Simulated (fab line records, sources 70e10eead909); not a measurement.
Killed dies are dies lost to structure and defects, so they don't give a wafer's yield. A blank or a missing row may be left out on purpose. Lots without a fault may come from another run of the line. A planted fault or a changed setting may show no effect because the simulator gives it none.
Chamber matching | flow nand_harc | NHARC_A_STAIRCASE_DEP_417 on pecvd-02: 3 sister chambers
The step deposits Si3N4, target thk 60 nm. 14 wafers are shown with their chamber, then 7 later ones without.

WAFERS WITH THEIR CHAMBER
wafer  | chamber | heater_power_w (W)
L076.2 | 2       | 695
L076.3 | 1       | 774
L076.4 | 1       | 767
L078.1 | 1       | 839
L078.3 | 0       | 516
L078.5 | 1       | 859
L081.1 | 2       | 706
L081.2 | 0       | 641
L081.3 | 1       | 759
L085.2 | 0       | 606
L085.3 | 1       | 794
L085.4 | 0       | 599
L088.2 | 1       | 746
L088.3 | 2       | 725

SIGNATURES (means of the wafers above)
reading        | chamber 0 | chamber 1 | chamber 2 | scatter within a chamber
heater_power_w | 590.50    | 791.14    | 708.67    | 42.3
Rule: a wafer's distance from a chamber is the root of the sum, over the readings, of the square of ((its reading less the chamber's mean) divided by the reading's scatter). The wafer belongs to the nearest chamber; if the next one is less than 2 further off, it can't be placed. The scatter: the root of (the sum of the squares of (reading less its chamber's mean) over the shown wafers, divided by (wafers less chambers)).

WAFERS WITHOUT THEIR CHAMBER
wafer  | heater_power_w (W)
L088.5 | 752
L094.1 | 727
L094.4 | 531
L094.5 | 709
L095.2 | 839
L095.5 | 545
L095.6 | 731

WHICH CHAMBER EACH WENT THROUGH
wafer  | from the rows above     | in truth
L088.5 | can't be placed: 1 or 2 | 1
L094.1 | can't be placed: 2 or 1 | 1
L094.4 | 0                       | 0
L094.5 | can't be placed: 2 or 1 | 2
L095.2 | can't be placed: 1 or 2 | 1
L095.5 | 0                       | 0
L095.6 | can't be placed: 2 or 1 | 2
Placed correctly: 2 of 7. Can't be placed from these rows: 5 (the true chamber is among the candidates in 5). Placed wrongly: 0.
